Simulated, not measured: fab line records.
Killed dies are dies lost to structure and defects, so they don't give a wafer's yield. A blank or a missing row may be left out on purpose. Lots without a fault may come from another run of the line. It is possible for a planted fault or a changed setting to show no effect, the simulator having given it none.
fab line records + flow n5_finfet
[record]
- lots = 10
- wafers = 29
- last_day = 17
route steps=1938 shown BEOL_M15@1784 PASSIVATION@1936
lots that met no fault: from a run of the same line without faults
start_h: hours from the record's first day to the start of the lot's first wafer shown + wait_h: hours elapsed since this lot's preceding step + " same as the row above + L1.1+2: a row that stands for several wafers + - value missing, or start not given + * or withheld: withheld + < > ~ a bound
route shown NAME@n: names a module that has steps shown in the file, with the first one's number in the route + usual: average and standard deviation across the fault-free wafers + same: alike in all rows + chamber/n: place in a boat + sites: each site's reading + _std_site: the standard deviation of these + _edge_site: inner sites' mean taken away from outer sites' mean + radius_mm: for every site, how far away it sits from the centre of the wafer + mask NAME#n: copy n + behind: the tool/chamber that last shaped the wafer + hold: why the lot was held/for how many hours/how that ended + device: which transistor (n, p or np) failed to switch + end of line: the tests these same wafers got at the end of their route + a step without rows: its recipe alone + killed: not the wafer's yield, but the dies lost to structure and defects at the first sort + map: shows each die of a wafer: x if killed, . if not, _ if none is there
set.NAME: the setting the step ran with; set.NAME@STEP: the setting that earlier step ran with + model.NAME: the simulator's own value behind a step, which no gauge read
a sample of lots followed through the steps of the route, with each step as a table and each wafer as a row
services: from which hour (start_h, from the record's first day; less than 0 if before it) a tool's chamber was out of use, for how many hours, and why
[[steps]]
[step N5_BEOL_M15_OVL_MEAS_11]
[recipe]
- points_per_wafer = 44
[usual]
- V14_OVL = -1/5.5
[same]
- points_per_wafer = 44
| lot.wafer | tool       | chamber | start_h | wait_h | V14_OVL[nm] |
|-----------|------------|---------|---------|--------|-------------|
| L670.1    | overlay-01 | 0       | 248.83  | 0.0    | 1           |
| L670.5    | "          | 0       | "       | "      | 6           |
| L671.4    | overlay-01 | 0       | 254.36  | 0.0    | -6          |
| L671.5    | "          | 0       | "       | "      | 0           |
| L671.6    | "          | 0       | "       | "      | -2          |
| L673.1    | overlay-01 | 0       | 263.57  | 0.0    | -2          |
| L673.2    | "          | 0       | "       | "      | 0           |
| L673.4    | "          | 0       | "       | "      | -5          |
| L675.1    | overlay-01 | 0       | 268.51  | 0.0    | -15         |
| L675.3    | "          | 0       | "       | "      | -11         |
| L675.6    | "          | 0       | "       | "      | -8          |
| L678.3    | overlay-01 | 0       | 303.48  | 0.0    | 0           |
| L678.4    | "          | 0       | "       | "      | 5           |
| L678.5    | "          | 0       | "       | "      | -3          |
| L679.2    | overlay-01 | 0       | 313.67  | 0.0    | 0           |
| L679.5    | "          | 0       | "       | "      | -9          |
| L679.6    | "          | 0       | "       | "      | -6          |
| L680.2    | overlay-02 | 0       | 314.78  | 0.0    | -2          |
| L680.3    | "          | 0       | "       | "      | -8          |
| L680.6    | "          | 0       | "       | "      | 10          |
| L684.1    | overlay-01 | 0       | 353.49  | 0.0    | 10          |
| L684.3    | "          | 0       | "       | "      | 12          |
| L684.4    | "          | 0       | "       | "      | 6           |
| L688.1    | overlay-01 | 0       | 375.97  | 0.0    | 0           |
| L688.2    | "          | 0       | "       | "      | -5          |
| L688.3    | "          | 0       | "       | "      | -6          |
| L690.1    | overlay-02 | 0       | 376.78  | 0.0    | 11          |
| L690.5    | "          | 0       | "       | "      | 6           |
| L690.6    | "          | 0       | "       | "      | -7          |
[step N5_BEOL_M15_ETCH_57]
[recipe]
- chemistry = N2/H2
- target = SOC
- source_w = 3000
- bias_w = 350
- time_s = 750
- ion_energy_ev = 200
- pressure_mtorr = 30
- n2_flow_sccm = 200
- h2_flow_sccm = 200
[usual]
- drypump_motor_current_A = 5.7/0.58
- oes_product_au = 0.80/0.088
- rf_vpp_V = 524.2/2.3
- showerhead_plenum_p_Torr = 2.56/0.076
- throttle_valve_pct = 17.71/0.27
| lot.wafer | tool        | chamber | start_h | wait_h | drypump_motor_current_A | oes_product_au | rf_hours_counter_h | rf_vpp_V | showerhead_plenum_p_Torr | throttle_valve_pct |
|-----------|-------------|---------|---------|--------|-------------------------|----------------|--------------------|----------|--------------------------|--------------------|
| L670.1    | rie_diel-01 | 0       | 249.69  | -      | 4.8                     | 0.86           | 66                 | 526.0    | 2.57                     | 17.53              |
| L670.5    | "           | 1       | "       | "      | 5.2                     | 0.69           | -                  | 523.2    | 2.51                     | 18.14              |
| L671.4    | rie_diel-03 | 3       | 255.07  | -      | 6.3                     | 0.70           | 225                | 525.9    | 2.61                     | 17.67              |
| L671.5    | "           | 3       | "       | "      | 6.2                     | 0.70           | -                  | 524.8    | 2.61                     | 17.66              |
| L671.6    | "           | 0       | "       | "      | 5.0                     | 0.83           | -                  | 523.2    | 2.57                     | 17.35              |
| L673.1    | rie_diel-03 | 0       | 264.23  | -      | 5.0                     | 0.83           | 92                 | 523.9    | 2.56                     | 17.37              |
| L673.2    | "           | 3       | "       | "      | 6.2                     | 0.70           | 228                | 527.5    | 2.61                     | 17.67              |
| L673.4    | "           | 1       | "       | "      | 5.3                     | 0.74           | 194                | 524.8    | 2.53                     | 17.69              |
| L675.1    | rie_diel-01 | 0       | 269.26  | -      | 4.8                     | 0.87           | 72                 | 523.3    | 2.56                     | 17.51              |
| L675.3    | "           | 3       | "       | "      | 6.4                     | 0.85           | 84                 | 520.3    | 2.47                     | 17.64              |
| L675.6    | "           | 1       | "       | "      | 5.2                     | 0.70           | -                  | 522.6    | 2.50                     | 18.16              |
| L678.3    | rie_diel-04 | 1       | 304.28  | -      | 6.6                     | 0.77           | 137                | 523.8    | 2.54                     | 17.79              |
| L678.4    | "           | 0       | "       | "      | 5.7                     | 0.91           | 26                 | 525.0    | 2.60                     | 17.99              |
| L678.5    | "           | 3       | "       | "      | 6.6                     | 0.69           | -                  | 519.7    | 2.42                     | 18.15              |
| L679.2    | rie_diel-03 | 1       | 314.37  | -      | 5.3                     | 0.73           | 196                | 521.8    | 2.53                     | 17.67              |
| L679.5    | "           | 0       | "       | "      | 5.0                     | 0.81           | -                  | 523.9    | 2.56                     | 17.40              |
| L679.6    | "           | 1       | "       | "      | 5.3                     | 0.73           | -                  | 524.0    | 2.53                     | 17.68              |
| L680.2    | rie_diel-03 | 3       | 315.47  | -      | 6.3                     | 0.69           | 249                | 525.7    | 2.60                     | 17.73              |
| L680.3    | "           | 2       | "       | "      | 5.5                     | 0.92           | 14                 | 527.8    | 2.70                     | 17.47              |
| L680.6    | "           | 0       | "       | "      | 5.1                     | 0.80           | -                  | 522.9    | 2.56                     | 17.39              |
| L684.1    | rie_diel-01 | 3       | 354.14  | -      | 6.4                     | 0.82           | 107                | 521.2    | 2.46                     | 17.69              |
| L684.3    | "           | 2       | "       | "      | 6.1                     | 0.87           | 67                 | 523.0    | 2.49                     | 17.52              |
| L684.4    | "           | 2       | "       | "      | 6.1                     | 0.88           | -                  | 522.8    | 2.49                     | 17.50              |
| L688.1    | rie_diel-04 | 1       | 376.68  | -      | 6.5                     | 0.75           | 157                | 524.9    | 2.53                     | 17.83              |
| L688.2    | "           | 0       | "       | "      | 5.7                     | 0.86           | 48                 | 526.0    | 2.60                     | 18.05              |
| L688.3    | "           | 3       | "       | "      | 6.6                     | 0.68           | 247                | 519.7    | 2.41                     | 18.21              |
| L690.1    | rie_diel-03 | 1       | 377.43  | -      | 5.3                     | 0.71           | 217                | 521.5    | 2.52                     | 17.73              |
| L690.5    | "           | 1       | "       | "      | 5.3                     | 0.71           | -                  | 524.0    | 2.52                     | 17.70              |
| L690.6    | "           | 2       | "       | "      | 5.5                     | 0.87           | -                  | 527.8    | 2.69                     | 17.49              |
[step N5_BEOL_M15_EXPOSE_25]
[recipe]
- mask_id = M15
- na = 0.8
- source_shape = annular
- sigma_inner = 0.5
- sigma_outer = 0.8
- polarization = unpolarized
- target_cd_nm = 400
- dose_mj = 35.5
[usual]
- exposure_dose_mJ_cm2 = 35.49/0.034
| lot.wafer | tool           | chamber | start_h | wait_h | mask  | exposure_dose_mJ_cm2 |
|-----------|----------------|---------|---------|--------|-------|----------------------|
| L670.1    | krf_scanner-02 | 0       | 250.41  | -      | M15#0 | 35.51                |
| L670.5    | "              | 0       | "       | "      | M15#0 | 35.48                |
| L671.4    | krf_scanner-01 | 0       | 255.82  | -      | M15#0 | 35.54                |
| L671.5    | "              | 0       | "       | "      | M15#0 | 35.49                |
| L671.6    | "              | 0       | "       | "      | M15#0 | 35.56                |
| L673.1    | krf_scanner-01 | 0       | 264.83  | -      | M15#0 | 35.42                |
| L673.2    | "              | 0       | "       | "      | M15#0 | 35.51                |
| L673.4    | "              | 0       | "       | "      | M15#0 | 35.50                |
| L675.1    | krf_scanner-02 | 0       | 269.98  | -      | M15#0 | 35.52                |
| L675.3    | "              | 0       | "       | "      | M15#0 | 35.57                |
| L675.6    | "              | 0       | "       | "      | M15#0 | 35.48                |
| L678.3    | krf_scanner-02 | 0       | 304.90  | -      | M15#0 | 35.49                |
| L678.4    | "              | 0       | "       | "      | M15#0 | 35.45                |
| L678.5    | "              | 0       | "       | "      | M15#0 | 35.45                |
| L679.2    | krf_scanner-02 | 0       | 314.98  | -      | M15#0 | 35.50                |
| L679.5    | "              | 0       | "       | "      | M15#0 | 35.41                |
| L679.6    | "              | 0       | "       | "      | M15#0 | 35.48                |
| L680.2    | krf_scanner-02 | 0       | 316.08  | -      | M15#0 | 35.49                |
| L680.3    | "              | 0       | "       | "      | M15#0 | 35.56                |
| L680.6    | "              | 0       | "       | "      | M15#0 | 35.48                |
| L684.1    | krf_scanner-01 | 0       | 354.87  | -      | M15#0 | 35.49                |
| L684.3    | "              | 0       | "       | "      | M15#0 | 35.52                |
| L684.4    | "              | 0       | "       | "      | M15#0 | 35.55                |
| L688.1    | krf_scanner-01 | 0       | 377.41  | -      | M15#0 | 32.95                |
| L688.2    | "              | 0       | "       | "      | M15#0 | 32.94                |
| L688.3    | "              | 0       | "       | "      | M15#0 | 32.94                |
| L690.1    | krf_scanner-02 | 0       | 378.16  | -      | M15#0 | 35.52                |
| L690.5    | "              | 0       | "       | "      | M15#0 | 35.50                |
| L690.6    | "              | 0       | "       | "      | M15#0 | 35.56                |
[step N5_BEOL_M15_CD_MEAS_28]
[recipe]
- target_cd_nm = 407.6
- landing_energy_ev = 500
- detector = se_inlens
[usual]
- cd_nm = 407.2/2.4
| lot.wafer | tool      | chamber | start_h | wait_h | cd_nm |
|-----------|-----------|---------|---------|--------|-------|
| L670.1    | cd_sem-01 | 0       | 250.59  | -      | 404.2 |
| L670.5    | "         | 0       | "       | "      | 405.3 |
| L671.4    | cd_sem-03 | 0       | 255.98  | -      | 407.3 |
| L671.5    | "         | 0       | "       | "      | 405.0 |
| L671.6    | "         | 0       | "       | "      | 406.0 |
| L673.1    | cd_sem-03 | 0       | 265.00  | -      | 407.8 |
| L673.2    | "         | 0       | "       | "      | 407.4 |
| L673.4    | "         | 0       | "       | "      | 407.1 |
| L675.1    | cd_sem-01 | 0       | 270.16  | -      | 404.0 |
| L675.3    | "         | 0       | "       | "      | 405.8 |
| L675.6    | "         | 0       | "       | "      | 404.7 |
| L678.3    | cd_sem-01 | 0       | 305.07  | -      | 405.3 |
| L678.4    | "         | 0       | "       | "      | 404.3 |
| L678.5    | "         | 0       | "       | "      | 404.1 |
| L679.2    | cd_sem-03 | 0       | 315.14  | -      | 409.2 |
| L679.5    | "         | 0       | "       | "      | 407.3 |
| L679.6    | "         | 0       | "       | "      | 406.9 |
| L680.2    | cd_sem-03 | 0       | 316.25  | -      | 410.8 |
| L680.3    | "         | 0       | "       | "      | 409.9 |
| L680.6    | "         | 0       | "       | "      | 408.5 |
| L684.1    | cd_sem-03 | 0       | 355.04  | -      | 411.1 |
| L684.3    | "         | 0       | "       | "      | 410.1 |
| L684.4    | "         | 0       | "       | "      | 411.1 |
| L688.1    | cd_sem-03 | 0       | 377.58  | -      | 422.4 |
| L688.2    | "         | 0       | "       | "      | 470.6 |
| L688.3    | "         | 0       | "       | "      | 430.9 |
| L690.1    | cd_sem-01 | 0       | 378.33  | -      | 404.5 |
| L690.5    | "         | 0       | "       | "      | 402.8 |
| L690.6    | "         | 0       | "       | "      | 405.2 |
[step N5_BEOL_M15_TRENCH_ETCH_34]
[recipe]
- chemistry = C4F8/O2/Ar
- target = SiO2
- target_depth_a = 8729.3
- he_inner_torr = 15
- he_outer_torr = 30
- time_s = 199
- ion_energy_ev = 800
- pressure_mtorr = 20
- source_w = 1905
- bias_w = 2040
- Ar_flow_sccm = 400
- C4F8_flow_sccm = 16
- O2_flow_sccm = 12
[usual]
- drypump_motor_current_A = 5.8/0.58
- oes_ar_750_au = 0.80/0.083
- oes_product_au = 0.80/0.089
- rf_vpp_V = 2253/36
- showerhead_plenum_p_Torr = 3.46/0.1
- throttle_valve_pct = 30.9/0.33
| lot.wafer | tool        | chamber | start_h | wait_h | drypump_motor_current_A | oes_ar_750_au | oes_product_au | rf_hours_counter_h | rf_vpp_V | showerhead_plenum_p_Torr | throttle_valve_pct |
|-----------|-------------|---------|---------|--------|-------------------------|---------------|----------------|--------------------|----------|--------------------------|--------------------|
| L670.1    | rie_diel-03 | 2       | 250.76  | 0.0    | 5.5                     | 0.68          | 0.67           | 244                | 2262     | 3.28                     | 31.3               |
| L670.5    | "           | 3       | "       | "      | 6.3                     | 0.70          | 0.70           | -                  | 2280     | 3.56                     | 30.9               |
| L671.4    | rie_diel-04 | 1       | 256.24  | 0.0    | 6.5                     | 0.75          | 0.77           | 125                | 2269     | 3.48                     | 31.2               |
| L671.5    | "           | 1       | "       | "      | 6.5                     | 0.76          | 0.76           | -                  | 2267     | 3.48                     | 31.2               |
| L671.6    | "           | 0       | "       | "      | 5.8                     | 0.92          | 0.93           | -                  | 2220     | 3.51                     | 31.2               |
| L673.1    | rie_diel-04 | 3       | 265.17  | 0.0    | 6.6                     | 0.71          | 0.70           | 215                | 2254     | 3.27                     | 31.2               |
| L673.2    | "           | 0       | "       | "      | 5.7                     | 0.91          | 0.93           | 16                 | 2221     | 3.50                     | 31.2               |
| L673.4    | "           | 2       | "       | "      | 5.7                     | 0.82          | 0.83           | 49                 | 2318     | 3.53                     | 31.4               |
| L675.1    | rie_diel-03 | 3       | 270.57  | 0.1    | 6.2                     | 0.69          | 0.69           | 232                | 2279     | 3.55                     | 30.9               |
| L675.3    | "           | 0       | "       | "      | 5.0                     | 0.81          | 0.82           | -                  | 2239     | 3.45                     | 30.4               |
| L675.6    | "           | 0       | "       | "      | 5.0                     | 0.82          | 0.82           | -                  | 2238     | 3.45                     | 30.4               |
| L678.3    | rie_diel-03 | 2       | 305.56  | 0.0    | 5.5                     | 0.93          | 0.93           | 9                  | 2299     | 3.67                     | 30.8               |
| L678.4    | "           | 3       | "       | "      | 6.2                     | 0.69          | 0.69           | -                  | 2281     | 3.54                     | 30.9               |
| L678.5    | "           | 0       | "       | "      | 5.0                     | 0.80          | 0.80           | -                  | 2238     | 3.44                     | 30.4               |
| L679.2    | rie_diel-03 | 1       | 315.32  | 0.0    | 5.3                     | 0.74          | 0.73           | 196                | 2256     | 3.44                     | 31.0               |
| L679.5    | "           | 3       | "       | "      | 6.3                     | 0.69          | 0.68           | -                  | 2279     | 3.54                     | 30.9               |
| L679.6    | "           | 0       | "       | "      | 5.0                     | 0.79          | 0.80           | -                  | 2237     | 3.44                     | 30.4               |
| L680.2    | rie_diel-04 | 3       | 316.70  | 0.0    | 6.7                     | 0.69          | 0.69           | 230                | 2252     | 3.26                     | 31.2               |
| L680.3    | "           | 1       | "       | "      | 6.5                     | 0.75          | 0.75           | 142                | 2267     | 3.47                     | 31.2               |
| L680.6    | "           | 0       | "       | "      | 5.8                     | 0.87          | 0.89           | -                  | 2220     | 3.50                     | 31.2               |
| L684.1    | rie_diel-04 | 0       | 355.22  | 0.0    | 5.7                     | 0.86          | 0.88           | 42                 | 2220     | 3.49                     | 31.2               |
| L684.3    | "           | 3       | "       | "      | 6.6                     | 0.69          | 0.68           | 241                | 2252     | 3.26                     | 31.2               |
| L684.4    | "           | 1       | "       | "      | 6.5                     | 0.74          | 0.76           | 151                | 2266     | 3.46                     | 31.2               |
| L688.1    | rie_diel-04 | 0       | 377.91  | 0.0    | 5.7                     | 0.85          | 0.87           | 48                 | 2220     | 3.49                     | 31.2               |
| L688.2    | "           | 1       | "       | "      | 6.5                     | 0.74          | 0.74           | 157                | 2267     | 3.46                     | 31.2               |
| L688.3    | "           | 2       | "       | "      | 5.7                     | 0.79          | 0.78           | 79                 | 2318     | 3.51                     | 31.4               |
| L690.1    | rie_diel-03 | 3       | 378.51  | 0.0    | 6.2                     | 0.94          | 0.95           | 15                 | 2278     | 3.53                     | 30.7               |
| L690.5    | "           | 3       | "       | "      | 6.3                     | 0.95          | 0.95           | -                  | 2277     | 3.53                     | 30.7               |
| L690.6    | "           | 0       | "       | "      | 5.0                     | 0.78          | 0.78           | -                  | 2236     | 3.43                     | 30.4               |
[step N5_PASSIVATION_PROBE_49]
[usual]
- defect_limited_yield = 90.9/1.5
- killed_at_M0_to_M3 = 36/10
- killed_at_M4_up = 13/5.5
- killed_at_contacts = 12/5.6
- killed_at_front_end = 42/12
- killed_at_other = 4/3.2
- killed_dies = 108/18
- killed_open = 71/13
- killed_short = 34/7.8
- sort_bin_5_function = 5.4/1
- sort_bin_6_memory = 3.4/0.68
- sort_n_pass = 1072/18
- sort_yield_pct = 90.9/1.5
[same]
- gross_dies = 1180
- killed_at_back_side = 0
- sort_bin_4_leakage[%] = 0
- sort_bin_8_speed[%] = 0
| lot.wafer | tool      | chamber | start_h | wait_h | defect_limited_yield[%] | killed_at_M0_to_M3 | killed_at_M4_up | killed_at_contacts | killed_at_front_end | killed_at_other | killed_dies | killed_open | killed_short | sort_bin_5_function[%] | sort_bin_6_memory[%] | sort_n_pass | sort_yield_pct[%] |
|-----------|-----------|---------|---------|--------|-------------------------|--------------------|-----------------|--------------------|---------------------|-----------------|-------------|-------------|--------------|------------------------|----------------------|-------------|-------------------|
| L688.1    | prober-01 | -       | 400.90  | 0.0    | 92.2                    | 28                 | 17              | 5                  | 35                  | 7               | 92          | 61          | 28           | 4.7                    | 2.9                  | 1088        | 92.2              |
| L688.2    | prober-01 | -       | 400.95  | 0.1    | 66.4                    | 29                 | 310             | 11                 | 46                  | 1               | 397         | 61          | 27           | 4.0                    | 3.6                  | 783         | 66.4              |
| L688.3    | prober-01 | -       | 401.00  | 0.1    | 93.7                    | 31                 | 7               | 6                  | 27                  | 3               | 74          | 53          | 20           | 4.2                    | 1.9                  | 1106        | 93.7              |
// killed by level:class
L688.1 STI_FIN_REVEAL:geometric_particle:open=12 BEOL_M1:geometric_particle:open=11 BEOL_M3:geometric_particle:open=8 GATE_CUT:geometric_particle:short=6 BEOL_M4:geometric_particle:open=6 FIN_SAQP:geometric_particle:open=4 MOL_CONTACT_COAG:geometric_particle:open=4 FIN_SAQP:geometric_particle:short=3
L688.2 BEOL_M15:area_expose=297 MOL_CONTACT_COAG:geometric_particle:open=10 STI_FIN_REVEAL:geometric_particle:open=8 HKMG_FIN:area_etch=8 FIN_SAQP:geometric_particle:short=7 BEOL_M0_SAQP:geometric_particle:open=7 FIN_SAQP:geometric_particle:open=5 BEOL_M1:geometric_particle:open=5
L688.3 BEOL_M3:geometric_particle:open=11 STI_FIN_REVEAL:geometric_particle:open=6 MOL_CONTACT_COAG:geometric_particle:open=6 BEOL_M0_SAQP:geometric_particle:open=6 BEOL_M0_SAQP:geometric_particle:short=5 FIN_SAQP:geometric_particle:short=3 FIN_SAQP:geometric_particle:open=3 ILD0:geometric_particle:short=3
[[services]]
| tool           | chamber | start_h | hours | kind                          |
|----------------|---------|---------|-------|-------------------------------|
| rie_diel-01    | 1       | 240.27  | 4.0   | repair                        |
| krf_scanner-02 | -       | 254.46  | 1.3   | pm                            |
| krf_scanner-02 | -       | 258.36  | 1.0   | pm                            |
| krf_scanner-01 | -       | 262.54  | 1.0   | pm                            |
| rie_diel-03    | 2       | 265.86  | -     | clean                         |
| rie_diel-03    | 2       | 265.86  | -     | consumable_replace:focus_ring |
| rie_diel-03    | 2       | 265.86  | -     | consumable_replace:showerhead |
| rie_diel-03    | 2       | 265.86  | 14.9  | scheduled_down                |
| rie_diel-03    | 2       | 265.86  | 14.9  | vent_cycle                    |
| rie_diel-04    | 2       | 273.35  | 7.5   | repair                        |
| krf_scanner-02 | -       | 296.33  | 0.3   | repair                        |
| krf_scanner-01 | -       | 302.26  | 1.1   | repair                        |
| krf_scanner-01 | -       | 304.88  | 4.0   | pm                            |
| krf_scanner-01 | -       | 310.23  | 1.3   | pm                            |
| krf_scanner-01 | -       | 313.35  | 4.1   | repair                        |
| krf_scanner-02 | 0       | 316.48  | -     | calibration                   |
| rie_diel-03    | 3       | 316.84  | -     | clean                         |
| rie_diel-03    | 3       | 316.84  | -     | consumable_replace:focus_ring |
| rie_diel-03    | 3       | 316.84  | 13.1  | scheduled_down                |
| rie_diel-03    | 3       | 316.84  | 13.1  | vent_cycle                    |
| rie_diel-04    | 1       | 328.93  | 6.7   | repair                        |
| rie_diel-01    | 3       | 357.36  | 12.1  | repair                        |
| rie_diel-01    | 2       | 358.45  | 3.4   | repair                        |
| krf_scanner-02 | -       | 360.18  | 0.8   | pm                            |
[[key]]
[first_sign]
- step = N5_BEOL_M15_EXPOSE_25
- reading = exposure_dose_mJ_cm2
- direction = down
- sigmas = 74
- usual = 35.49
- struck = 32.94
[effect]
- step = N5_BEOL_M15_CD_MEAS_28
- reading = cd_nm
- direction = up
- sigmas = 14
- usual = 407.2
- struck = 441.3
- through = control_loop
[effect]
- step = N5_PASSIVATION_PROBE_49
- reading = killed_at_M4_up
- direction = up
- sigmas = 18
- usual = 13
- struck = 111
- wafers_moved = 1
[more_kills_born_at]
- N5_BEOL_M15_EXPOSE_25@krf_scanner-01 = 297
met_at N5_BEOL_M15_EXPOSE_25
struck_lots L688
[loop_trim]
- step = N5_BEOL_M15_EXPOSE_25
- setting = dose
- lots = L688
not_acting_at N5_BEOL_M15_OVL_MEAS_11,N5_BEOL_M15_ETCH_57,N5_BEOL_M15_TRENCH_ETCH_34
onset_between 354.87 377.41
[fault]
- kind = process_parameter_drift
- tool = krf_scanner-01
- chamber = -
- onset_h = 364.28
- steps = N5_BEOL_M15_EXPOSE_25
- channel = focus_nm
- offset = 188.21
- spread_by_wafer = 0.3
- shape = step
- end_h = 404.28
// loop_trim: a control loop set the setting to another value than it would have without faults
